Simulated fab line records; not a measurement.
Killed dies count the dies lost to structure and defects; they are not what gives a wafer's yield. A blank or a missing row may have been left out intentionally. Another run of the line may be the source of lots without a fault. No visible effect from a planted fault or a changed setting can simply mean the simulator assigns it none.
Matching of chambers	flow n5-finfet	N5_BEOL_M11_ETCH_62 on rie-diel-03: 4 sister chambers
The step etches SOC in N2/H2, target depth 110 nm, overetch 22 nm, time 165 s. 4 wafers are shown with their chamber, then 7 later ones without.

WAFERS, EACH WITH ITS CHAMBER
wafer	chamber	drypump-motor-current-A (A)
L114.1	1	4.8
L118.5	0	5.3
L126.1	3	6.7
L126.2	2	5.7

WAFERS WHOSE CHAMBER IS MISSING
wafer	drypump-motor-current-A (A)
L126.4	4.8
L125.2	5.3
L125.4	6.6
L125.5	5.7
L129.1	5.7
L129.2	5.3
L129.6	6.6

WHICH CHAMBER EACH WENT THROUGH
wafer	from the rows above	in truth
L126.4	1	1
L125.2	0	0
L125.4	3	3
L125.5	2	2
L129.1	2	2
L129.2	0	0
L129.6	3	3
Placed correctly: 7 of 7. Not placeable from these rows: 0. 0 placed wrongly.
How it was worked out, from the rows above alone: a wafer's distance from a chamber is the root of the sum, over the readings, of the square of ((its reading less the chamber's mean) divided by the reading's scatter). The wafer belongs to the nearest chamber; if the next one is less than 2 further off, it can't be placed. A chamber's mean is the mean of its shown wafers. The scatter: with one shown wafer a chamber, the root of the mean of the squares of how far each hidden wafer lies from its nearest shown one.
